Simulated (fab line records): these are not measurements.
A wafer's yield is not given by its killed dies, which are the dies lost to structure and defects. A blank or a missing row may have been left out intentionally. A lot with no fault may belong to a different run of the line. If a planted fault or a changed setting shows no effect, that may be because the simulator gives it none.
Struck lot and sound lot, side by side || flow n5-finfet || 38 out of 1938 route steps
Sound: wafers L375.3, L375.4, L375.6. Struck: wafers L383.2, L383.3, L383.5. Last of all comes the cause.
At each step with rows: each side's tool, then ch and its chambers, then its first start. Under that, the readings that differ: sound wafers || struck wafers || difference of the means || sigmas: that difference in standard deviations of wafers without a fault.
alike: readings whose means differ by less than 2 such deviations, and words and numbers that are the same on both sides. not compared: withheld readings, readings that some wafer has no value for, bounds like >300 that may hide the same value, and numbers for which the record gives no deviation and whose values overlap.
A row with sigmas, a row that says differs or no value, or rows on one side alone: a step with any of these is where the two part. Non-overlapping numbers with no deviation appear without sigmas and do not part them. A reading that every wafer of one side lacks parts them only if that side has two wafers or more.

first, 12 steps without rows for these wafers: N5_SD_EPI_P_STRIP_38 (strips in N2/H2); N5_SD_EPI_P_ETCHBACK_46 (etches SiNx in CH3F/O2, stops on SiO2, target depth 17.5 nm); N5_SD_EPI_P_ETCH_47 (etches SiOCN in CH3F/O2, target depth 25 nm); N5_SD_EPI_P_ETCH_16 (etches SiO2 in CHF3/O2, target depth 5 nm); N5_SD_EPI_P_STRIP_50 (strips in CHF3/O2); N5_SD_EPI_P_SD_RECESS_17 (chemistry HBr/Cl2/O2, target depth 39.1 nm, bt time 3 s); N5_SD_EPI_P_WET_ETCH_45 (etches SiO2 in dHF, time 10.7 s, target depth 2 nm, rinse time 30 s); N5_SD_EPI_P_STRIP_40 (strips in N2/H2); N5_SD_EPI_P_PRECLEAN_52 (cleans in O3/DIW, time 60 s); N5_SD_EPI_P_SRD_20 (time 30 s); N5_SD_EPI_P_PRECLEAN_51 (cleans in NF3:NH3, afs cycles 1, time 20 s, sublimation time 60 s); N5_SD_EPI_P_VAPOR_ETCH_44 (etches SiGe30 in NF3/Ar, time 3.3 s).
N5_SD_EPI_P_EPI_21: deposits SiGe:B, time 355 s.
  sound on epi-rpcvd-02 ch 0, day 6 03:56; struck on epi-rpcvd-02 ch 0, day 8 04:26
{"reading": "chamber-pressure-Torr (Torr)", "sound": "19.96 19.97 19.97", "struck": "8.67 8.71 8.71", "difference": -11.27, "sigmas": "-99 or more"}
{"reading": "susceptor-temp-C (C)", "sound": "549.82 549.61 549.71", "struck": "550.33 550.21 550.31", "difference": "+0.57", "sigmas": "+2"}
{"reading": "model.SiGe-B_of_SD_EPI_P_EPI_21.thk-nm (nm)", "sound": "60.6 61.4 61.8", "struck": "42.4 43 43", "difference": -18.5, "sigmas": ""}
N5_SD_EPI_P_EPI_MEAS_23:
  sound on film-metro-02, day 6 05:25; struck on film-metro-02, day 8 06:17
{"reading": "thk-nm (nm)", "sound": "61.5 59.1 60.3", "struck": "42.8 43.9 41.8", "difference": -17.5, "sigmas": -12}
then, 8 steps without rows for these wafers: N5_SD_EPI_P_HM_STRIP_48 (strips SiNx in H3PO4, material SiNx, target depth 3 nm); N5_SD_EPI_P_SRD_49 (time 30 s); N5_SD_EPI_P_PRECLEAN_24 (cleans in O3/DIW, time 45 s); N5_SD_EPI_P_PRECLEAN_32 (cleans in dHF, time 10 s); N5_SD_EPI_P_PRECLEAN_33 (cleans in SC2, time 45 s); N5_SD_EPI_P_SRD_25 (time 30 s); N5_SD_ACTIVATION_RTA_00 (time 0 s); N5_SD_ACTIVATION_LSA_01 (time 0.0008 s).
N5_SD_ACTIVATION_RS_MEAS_03: measures by four-point-probe.
  sound on film-metro-01, day 6 06:03; struck on film-metro-02, day 8 06:59
{"reading": "RS_SD_P (ohm/sq)", "sound": "56.2 55.7 55.7", "struck": "103.4 101.7 101.7", "difference": "+46.4", "sigmas": "+42"}
  alike: RS_SD_N
then, 12 steps without rows for these wafers: N5_ILD0_LINER_00 (material SiNx, target thk 4 nm, pulse time 1 s, purge time 2 s); N5_ILD0_FCVD_FILL_01 (material SiO2 flowable, target thk 200 nm, time 328.3 s); N5_ILD0_CURE_02 (time 1800 s); N5_ILD0_CMP_03 (polishes, stops on SiNx, t overpolish 1.9 s, target thk 197.38 nm); N5_ILD0_CMP_07 (polishes SiO2 flowable, stops on poly-Si, t overpolish 1.18 s, target thk 138.88 nm); N5_ILD0_PRECLEAN_10 (cleans in NF3:NH3, afs cycles 5, time 20 s, sublimation time 60 s); N5_ILD0_ALD_15 (deposits SiNx, target thk 24 nm, pulse time 1 s, ald cycles 480); N5_ILD0_CMP_12 (polishes SiNx, stops on poly-Si, t overpolish 6 s, target thk 17.67 nm); N5_SDB_HM_DEP_00 (deposits SiNx from SiH4/NH3/N2, target thk 40 nm, time 35.3 s); N5_SDB_COAT_03 (time 60 s, resist thk 100 nm); N5_SDB_COAT_04 (time 60 s, resist thk 18 nm); N5_SDB_COAT_05 (resist thk 90 nm).
N5_MOL_CONTACT_COAG_ETCH_110: etches Si in CF4/O2, target depth 2.5 nm, time 8 s.
  sound on rie-diel-06 ch 1,2,3, day 7 12:52; struck on rie-diel-05 ch 1,2,3, day 9 12:46
{"reading": "model.SiGe-B_of_SD_EPI_P_EPI_21.thk-nm (nm)", "sound": "57.8 58.2 58.6", "struck": "40.4 41 40.8", "difference": -17.5, "sigmas": ""}
  alike: cf4-flow-sccm, drypump-motor-current-A, oes-product-au, rf-vpp-V, showerhead-plenum-p-Torr, throttle-valve-pct
  not compared: rf-hours-counter-h
-- record jumps: 3 days separate the struck wafers' starts on either side; left off in module MOL_CONTACT_COAG, taken up again in module BEOL_M4, whose first shown step is the route's number 1111 --
N5_BEOL_M4_RC_MEAS_101:
  sound on prober-02 ch 0, day 11 02:20; struck on prober-02 ch 0, day 13 00:25
{"reading": "IOFF_P (nA/um)", "sound": "0.21 0.24 0.27", "struck": "0.09 0.17 0.14", "difference": -0.11, "sigmas": -2}
{"reading": "ION_P (uA/um)", "sound": "467 457 482", "struck": "403 421 419", "difference": -54, "sigmas": -6}
{"reading": "RC_DENSE_P (ohm.um)", "sound": "24.0 23.3 23.6", "struck": "28.7 27.7 27.4", "difference": "+4.3", "sigmas": "+8"}
{"reading": "RC_P (ohm.um)", "sound": "19.4 19.2 19.4", "struck": "23.5 22.6 22.4", "difference": "+3.5", "sigmas": "+8"}
{"reading": "REXT_P (ohm.um)", "sound": "107.0 107.3 104.4", "struck": "138.2 139.1 137.3", "difference": "+32.0", "sigmas": "+11"}
{"reading": "RS_SD_P (ohm/sq)", "sound": "65.7 65.3 64.9", "struck": "119.0 116.6 116.5", "difference": "+52.1", "sigmas": "+40"}
{"reading": "VT_P (mV)", "sound": "-252 -252 -249", "struck": "-270 -263 -265", "difference": -15, "sigmas": -4}
{"reading": "VT_P_LVT (mV)", "sound": "-96 -96 -94", "struck": "-119 -111 -113", "difference": -19, "sigmas": -6}
  alike: DIBL_N, DIBL_P, IOFF_N, ION_N, SS_N, SS_P, VT_N
-- record jumps: 4 days separate the struck wafers' starts on either side; left off in module BEOL_M4, taken up again in module PASSIVATION, whose first shown step is the route's number 1936 --
N5_PASSIVATION_PROBE_49:
  sound on prober-02, day 15 13:16; struck on prober-02, day 17 07:52
{"reading": "sort_bin_8_speed (%)", "sound": "0 0 0", "struck": "90.00 84.15 68.14", "difference": "+80.76", "sigmas": "+99 or more"}
{"reading": "sort-n-pass", "sound": "1051 1060 1085", "struck": "0 91 261", "difference": -948, "sigmas": -53}
{"reading": "sort-yield-pct (%)", "sound": "89.1 89.8 91.9", "struck": "0 7.7 22.1", "difference": -80, "sigmas": -54}
  alike: defect-limited-yield, killed_at_M0_to_M3, killed_at_M4_up, killed-at-contacts, killed-at-front-end, killed-at-other, killed-dies, killed-open, killed-short, sort_bin_5_function, sort_bin_6_memory

WHERE THEY PART
Last at N5_PASSIVATION_PROBE_49 as far as this record goes, first at N5_SD_EPI_P_EPI_21.

WHY: whatever the simulator had introduced
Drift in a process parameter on epi-rpcvd-02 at N5_SD_EPI_P_EPI_21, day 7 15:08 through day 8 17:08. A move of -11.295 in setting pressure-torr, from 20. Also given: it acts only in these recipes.
